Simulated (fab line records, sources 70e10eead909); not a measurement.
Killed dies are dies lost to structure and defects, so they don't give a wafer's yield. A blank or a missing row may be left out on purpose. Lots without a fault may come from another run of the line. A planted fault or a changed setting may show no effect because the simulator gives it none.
fab line records | flow nand_harc
record lots=13 wafers=39 last_day=24
route steps=1159 shown P_GATE@205 P_CONTACT@237 END@1159
lots that met no fault: from a run of the same line without faults
start_h: hours from the record's first day to the start of the lot's first wafer shown | wait_h: hours since the lot's step before | " the same as in the row above | L1.1+2: a row that stands for several wafers | - no value, or no start given | * or withheld: withheld | < > ~ a bound
route shown NAME@n: a module of which the file shows steps, and the number in the route of the first | usual: mean/standard deviation of fault-free wafers | same: alike in all rows | chamber/n: place in a boat | sites: the reading at each site | _std_site: their standard deviation | _edge_site: outer sites' mean less inner sites' | radius_mm: how far each site lies from the wafer's centre | mask NAME#n: copy n | behind: the tool/chamber that last shaped the wafer | hold: why the lot was held/for how many hours/how that ended | device: the transistor (n, p or np) that didn't switch | end of line: the same wafers' tests at the end of the route | a step without rows: its recipe alone | killed: dies lost to structure and defects at the first sort, not the wafer's yield | map: a wafer's dies, x killed, . not, _ none there
set.NAME: the setting as run; set.NAME@STEP: as run at that earlier step | model.NAME: the simulator's own value behind a step, which no gauge read
steps of the route over a sample of lots; a table a step, a row a wafer
services: from which hour (start_h, from the record's first day; less than 0 if before it) a tool's chamber was out of use, for how many hours, and why
## steps
# step NHARC_P_GATE_STRIP_95
# recipe power_w=1500 temp_c=250 chemistry=O2
# usual drypump_motor_current_A=5.43/0.1 heater_power_w=328/15
# columns lot.wafer tool chamber start_h wait_h drypump_motor_current_A heater_power_w rf_hours_counter_h
L638.2 plasma_asher-02 0 108.67 0.6 5.27 322 38
L638.1 " 1 " " 5.38 306 38
L638.3 " 1 " " 5.40 310 -
L641.2 plasma_asher-02 1 124.54 0.6 5.44 310 42
L641.4 " 1 " " 5.39 307 -
L641.5 " 1 " " 5.38 309 -
L640.2 plasma_asher-01 0 125.02 0.6 5.58 338 6
L640.4 " 1 " " 5.41 340 -
L640.6 " 0 " " 5.58 340 -
L642.2 plasma_asher-02 0 138.26 0.5 5.26 323 44
L642.4 " 1 " " 5.41 314 -
L642.5 " 0 " " 5.27 325 -
L645.1 plasma_asher-02 1 147.69 0.5 5.40 316 47
L645.3 " 1 " " 5.43 316 -
L645.5 " 1 " " 5.43 300 -
L644.1 plasma_asher-01 1 147.96 0.5 5.42 348 11
L644.6 " 0 " " 5.60 345 -
L644.5 " 1 " " 5.43 338 -
L643.1 plasma_asher-01 0 150.23 0.6 5.56 338 13
L643.2 " 1 " " 5.41 335 13
L643.6 " 0 " " 5.60 338 -
L652.1 plasma_asher-01 1 182.60 0.6 5.40 342 26
L652.4 " 1 " " 5.42 329 -
L652.3 " 0 " " 5.56 343 -
L650.1 plasma_asher-02 0 183.30 0.6 5.29 333 62
L650.2 " 1 " " 5.40 312 62
L650.4 " 0 " " 5.29 323 -
L649.1 plasma_asher-01 0 184.58 0.6 5.59 347 28
L649.3 " 1 " " 5.44 342 -
L649.6 " 1 " " 5.43 333 -
L655.1 plasma_asher-02 0 208.87 0.6 5.27 316 6
L655.4 " 1 " " 5.43 301 -
L655.5 " 1 " " 5.44 308 -
L657.1 plasma_asher-02 0 216.89 0.5 5.29 301 9
L657.3 " 1 " " 5.38 307 -
L657.4 " 0 " " 5.28 312 -
L660.2 plasma_asher-02 1 241.38 0.6 5.38 303 15
L660.1 " 0 " " 5.28 311 15
L660.3 " 0 " " 5.28 318 -
# step NHARC_P_GATE_RTA_80
# recipe temp_c=300 time_s=30
# usual wafer_temp_C_max=302.2/0.7
# columns lot.wafer tool chamber start_h wait_h wafer_temp_C_max
L638.1 rtp_anneal-01 0 110.23 - 303.5
L638.2 " 0 " " 303.1
L638.3 " 0 " " 302.0
L641.2 rtp_anneal-02 0 125.79 - 301.1
L641.4 " 0 " " 302.0
L641.5 " 0 " " 301.4
L640.2 rtp_anneal-01 0 126.23 - 302.9
L640.4 " 0 " " 302.5
L640.6 " 0 " " 302.2
L642.2 rtp_anneal-01 0 139.57 - 302.6
L642.4 " 0 " " 302.2
L642.5 " 0 " " 302.0
L645.1 rtp_anneal-01 0 148.86 - 303.2
L645.3 " 0 " " 302.3
L645.5 " 0 " " 302.7
L644.1 rtp_anneal-02 0 149.11 - 301.4
L644.5 " 0 " " 301.4
L644.6 " 0 " " 301.1
L643.1 rtp_anneal-01 0 151.51 - 302.3
L643.2 " 0 " " 302.9
L643.6 " 0 " " 302.8
L652.1 rtp_anneal-01 0 183.77 - 303.0
L652.3 " 0 " " 302.7
L652.4 " 0 " " 303.0
L650.1 rtp_anneal-01 0 184.55 - 302.0
L650.2 " 0 " " 302.1
L650.4 " 0 " " 304.8
L649.1 rtp_anneal-02 0 185.79 - 301.5
L649.3 " 0 " " 301.6
L649.6 " 0 " " 301.3
L655.1 rtp_anneal-01 0 210.03 - 301.7
L655.4 " 0 " " 302.5
L655.5 " 0 " " 303.1
L657.1 rtp_anneal-02 0 218.07 - 301.6
L657.3 " 0 " " 301.7
L657.4 " 0 " " 302.1
L660.1 rtp_anneal-01 0 242.54 - 302.4
L660.2 " 0 " " 303.5
L660.3 " 0 " " 302.1
# step NHARC_P_CONTACT_ETCH_36
# recipe target_depth_a=2600 over_etch_frac=0.25 time_s=406.25 ion_energy_ev=200 n2_flow_sccm=150 h2_flow_sccm=150 ar_flow_sccm=0 rf_w=400 bias_w=150 chemistry=N2/H2
# usual drypump_motor_current_A=5.7/0.46 n2_flow_sccm=150.0/0.48 oes_product_au=0.999/0.011 rf_vpp_V=430.5/2.9 run_length_s=427.6/0.37 showerhead_plenum_p_Torr=2.04/0.11 throttle_valve_pct=14.171/0.0087
# columns lot.wafer tool chamber start_h wait_h drypump_motor_current_A n2_flow_sccm oes_product_au rf_hours_counter_h rf_vpp_V run_length_s showerhead_plenum_p_Torr throttle_valve_pct
L638.3 rie_diel-03 1 112.90 - 5.4 149.1 1.017 10 433.4 427.3 2.17 14.187
L638.2 " 2 " " 5.3 150.1 1.000 10 431.7 428.5 2.09 14.169
L638.1 " 3 " " 5.9 150.4 0.995 8 434.4 427.4 2.20 14.162
L641.2 rie_diel-03 1 128.60 - 5.4 150.6 1.010 11 432.9 427.1 2.17 14.177
L641.4 " 2 " " 5.3 149.0 0.992 11 431.7 427.7 2.09 14.174
L641.5 " 1 " " 5.4 149.9 1.013 - 434.0 427.4 2.17 14.163
L640.2 rie_diel-09 1 128.88 - 5.0 149.8 1.007 4 434.0 428.1 2.14 14.180
L640.4 " 2 " " 5.4 150.1 0.992 4 427.2 427.6 1.92 14.166
L640.6 " 0 " " 6.3 149.3 1.000 - 427.2 427.5 1.93 14.172
L642.2 rie_diel-09 2 142.20 - 5.4 149.4 0.984 5 426.6 427.4 1.92 14.178
L642.4 " 2 " " 5.4 150.1 0.989 - 426.3 427.6 1.92 14.152
L642.5 " 1 " " 4.9 149.5 0.992 - 432.8 428.0 2.14 14.176
L645.1 rie_diel-09 2 151.69 - 5.5 149.9 0.986 6 427.5 428.0 1.92 14.170
L645.3 " 1 " " 4.9 149.7 0.998 8 433.5 428.3 2.14 14.176
L645.5 " 1 " " 4.9 150.1 0.991 - 433.5 428.2 2.14 14.177
L644.1 rie_diel-03 0 151.94 - 6.0 150.4 1.022 14 429.3 427.3 1.99 14.174
L644.6 " 0 " " 6.0 150.1 1.018 - 430.6 427.5 1.99 14.165
L644.5 " 1 " " 5.4 150.5 1.005 - 434.2 427.2 2.17 14.168
L643.1 rie_diel-03 3 154.19 - 6.0 149.8 0.985 12 434.8 427.4 2.20 14.170
L643.2 " 1 " " 5.4 150.2 1.007 14 434.0 427.7 2.17 14.164
L643.6 " 0 " " 6.0 149.7 1.013 - 429.2 427.6 1.99 14.178
L652.4 rie_diel-03 1 186.27 - 5.4 149.7 1.004 18 434.8 427.0 2.17 14.174
L652.1 " 3 " " 5.9 149.6 1.001 15 434.0 427.6 2.20 14.168
L652.3 " 0 " " 6.0 150.1 1.023 19 430.0 332.5 1.99 14.191
L650.4 rie_diel-04 3 187.21 - 6.1 149.6 0.990 25 433.5 427.5 2.14 14.158
L650.2 " 0 " " 6.1 149.8 0.987 25 430.1 427.1 2.07 14.180
L650.1 " 1 " " 5.5 149.8 0.994 25 431.7 427.3 2.17 14.165
L649.1 rie_diel-03 0 188.29 - 6.0 149.6 1.027 19 431.5 332.6 1.99 14.162
L649.3 " 3 " " 5.9 150.5 1.000 16 434.8 427.6 2.20 14.162
L649.6 " 0 " " 6.0 150.4 1.024 - 429.6 333.2 1.99 14.184
L655.1 rie_diel-09 3 212.68 - 6.0 150.0 0.981 9 429.5 428.1 1.97 14.172
L655.4 " 2 " " 5.4 149.8 1.002 12 426.8 428.3 1.92 14.188
L655.5 " 3 " " 6.0 149.7 0.995 - 428.0 428.1 1.97 14.177
L657.1 rie_diel-09 1 221.39 - 4.9 149.5 0.984 15 433.9 428.0 2.14 14.174
L657.4 " 2 " " 5.4 150.7 0.981 14 427.3 427.4 1.92 14.155
L657.3 " 3 " " 6.0 149.2 0.980 11 427.9 427.9 1.97 14.171
L660.1 rie_diel-09 3 245.30 - 6.0 150.6 0.987 14 429.4 427.4 1.97 14.161
L660.2 " 0 " " 6.3 149.5 0.987 18 427.5 427.4 1.93 14.174
L660.3 " 1 " " 4.9 149.9 0.998 18 432.8 428.2 2.13 14.167
# step NHARC_P_CONTACT_PVD_32
# recipe target_thk_a=50 chamber_pressure_pa=5 power_w=5000 substrate_temp_c=200 time_s=17.7 material=Ti
# usual throttle_valve_pct=30.7/1
# columns lot.wafer tool chamber start_h wait_h throttle_valve_pct
L638.1 pvd_sputter-01 - - - 31.5
L638.3 " - " " 30.0
L638.2 " - " " 31.7
L641.2 pvd_sputter-01 - - - 31.3
L641.4 " - " " 31.0
L641.5 " - " " 31.7
L640.4 pvd_sputter-01 - - - 31.7
L640.2 " - " " 30.1
L640.6 " - " " 31.8
L642.4 pvd_sputter-03 - - - 30.0
L642.2 " - " " 32.9
L642.5 " - " " 30.7
L645.3 pvd_sputter-03 - - - 30.1
L645.1 " - " " 32.8
L645.5 " - " " 30.3
L644.1 pvd_sputter-02 - - - 28.7
L644.5 " - " " 31.7
L644.6 " - " " 30.1
L643.2 pvd_sputter-01 - - - 31.9
L643.1 " - " " 30.0
L643.6 " - " " 30.1
L652.1 pvd_sputter-02 - - - 29.6
L652.4 " - " " 31.8
L652.3 " - " " 28.6
L650.2 pvd_sputter-03 - - - 30.2
L650.1 " - " " 29.9
L650.4 " - " " 32.9
L649.3 pvd_sputter-02 - - - 31.8
L649.1 " - " " 29.9
L649.6 " - " " 29.6
L655.4 pvd_sputter-01 - - - 29.4
L655.1 " - " " 31.1
L655.5 " - " " 29.7
L657.1 pvd_sputter-01 - - - 29.6
L657.4 " - " " 31.4
L657.3 " - " " 31.5
L660.2 pvd_sputter-01 - - - 31.1
L660.3 " - " " 31.3
L660.1 " - " " 29.6
# step NHARC_END_SORT_01
# recipe temp_c=25
# usual killed_at_array=26/10 killed_at_other=0.8/1.1 killed_at_periphery=3.3/2.6 killed_dies=30/11 killed_open=3.4/1.8 killed_short=2.0/1.3
# same gross_dies=677
# columns lot.wafer tool chamber start_h wait_h killed_at_array killed_at_other killed_at_periphery killed_dies killed_open killed_short
L652.1 prober-02 0 506.84 2.5 31 0 1 32 3 0
L652.3 prober-02 0 508.45 3.1 28 0 505 533 4 3
L652.4 prober-02 0 509.25 3.4 34 1 1 36 5 1
L649.1 prober-01 0 514.63 2.5 32 1 510 543 6 3
L649.3 prober-01 0 516.23 3.1 47 0 2 49 3 2
L649.6 prober-01 0 518.63 4.0 35 1 494 530 3 3
# killed by level:class
L652.1 A_SLIT:chamber_film_flake=18 A_CHANNEL_HOLE_D1:chamber_film_flake=9 P_M0:geometric_particle:open=1 A_CHANNEL_FILL_D1:geometric_particle:open=1 A_CONTACT:geometric_particle:open=1 A_STAIRCASE:chamber_film_flake=1 A_CONTACT:chamber_film_flake=1
L652.3 P_CONTACT:area_etch=505 A_SLIT:chamber_film_flake=12 A_CHANNEL_HOLE_D1:chamber_film_flake=9 A_M1:geometric_particle:open=2 A_SOURCE_PLATE:geometric_particle:short=1 A_CHANNEL_FILL_D1:geometric_particle:open=1 A_WL_FILL:geometric_particle:short=1 A_CONTACT:geometric_particle:open=1
L652.4 A_CHANNEL_HOLE_D1:chamber_film_flake=15 A_SLIT:chamber_film_flake=10 A_CHANNEL_FILL_D1:geometric_particle:open=3 A_WL_FILL:chamber_film_flake=2 A_CONTACT:chamber_film_flake=2 P_GATE:geometric_particle:short=1 A_CONTACT:geometric_particle:open=1 STARTING-WAFER:geometric_particle:open=1
L649.1 P_CONTACT:area_etch=509 A_SLIT:chamber_film_flake=14 A_CHANNEL_HOLE_D1:chamber_film_flake=4 A_CONTACT:geometric_particle:open=3 A_STAIRCASE:chamber_film_flake=3 A_BLC:geometric_particle:open=2 A_CONTACT:chamber_film_flake=2 P_M2:geometric_particle:short=1
L649.3 A_SLIT:chamber_film_flake=16 A_CHANNEL_HOLE_D1:chamber_film_flake=15 A_CONTACT:chamber_film_flake=9 A_ZERO_WELL:chamber_film_flake=2 A_STAIRCASE:chamber_film_flake=2 P_CONTACT:geometric_particle:short=1 P_M0:geometric_particle:open=1 A_ONON_D1:geometric_particle:open=1
L649.6 P_CONTACT:area_etch=492 A_CHANNEL_HOLE_D1:chamber_film_flake=15 A_SLIT:chamber_film_flake=10 A_CONTACT:chamber_film_flake=4 A_STAIRCASE:chamber_film_flake=2 P_M0:geometric_particle:open=1 P_M1:geometric_particle:short=1 A_ONON_D1:geometric_particle:open=1
## services
# columns tool chamber start_h hours kind
plasma_asher-01 - 87.28 3.8 repair
rie_diel-04 1 91.81 1.5 repair
plasma_asher-01 - 99.11 9.0 pm
pvd_sputter-03 - 102.09 10.0 pm
rie_diel-04 - 111.90 9.0 pm
plasma_asher-02 - 119.35 3.1 repair
pvd_sputter-02 - 124.20 8.7 repair
rie_diel-09 2 132.54 5.3 repair
rie_diel-09 3 138.03 15.4 repair
rie_diel-03 - 144.21 0.9 repair
rie_diel-03 2 150.93 3.6 repair
pvd_sputter-01 - 158.00 10.0 pm
rie_diel-04 - 159.35 0.2 repair
plasma_asher-02 - 160.90 0.7 repair
rie_diel-09 3 179.25 3.7 repair
plasma_asher-02 - 183.37 9.0 pm
plasma_asher-02 0 183.37 9.0 vent_cycle
rie_diel-09 3 203.13 6.7 repair
pvd_sputter-02 - 214.00 10.0 pm
pvd_sputter-01 - 214.43 1.0 repair
rie_diel-09 0 214.62 4.3 repair
rie_diel-03 - 215.30 9.0 pm
pvd_sputter-03 - 220.80 4.7 repair
rie_diel-04 2 222.48 4.4 repair
## key
first_sign step=NHARC_P_CONTACT_ETCH_36 reading=run_length_s direction=down sigmas=99+ usual=* struck=*
effect step=NHARC_END_SORT_01 reading=killed_at_periphery direction=up sigmas=99+ usual=3.3 struck=503
more_kills_born_at NHARC_P_CONTACT_ETCH_36@rie_diel-03=1506
met_at NHARC_P_CONTACT_ETCH_36
struck_lots L649,L652
struck_wafers L649.1,L649.6,L652.3
later_rows_left_out L649.1,L649.6,L652.3
tester_left_out L649,L652
not_acting_at NHARC_P_GATE_STRIP_95,NHARC_P_GATE_RTA_80,NHARC_P_CONTACT_PVD_32
onset_between 154.19 186.27
fault kind=process_parameter_drift tool=rie_diel-03 chamber=0 onset_h=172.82 steps=NHARC_P_CONTACT_ETCH_36 channel=time_s offset=* shape=step end_h=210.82 acts_in=* stated=*
# tester_left_out: of these lots the tester's yield and bins aren't shown, on N5 and GAA mostly nor the transistor test; their killed dies are dies lost to structure and defects alone, not to doping, threshold or leakage, so they don't give the yield
# later_rows_left_out: the simulator's readings of these wafers behind a module that went badly wrong aren't trusted and aren't shown, but for the sort
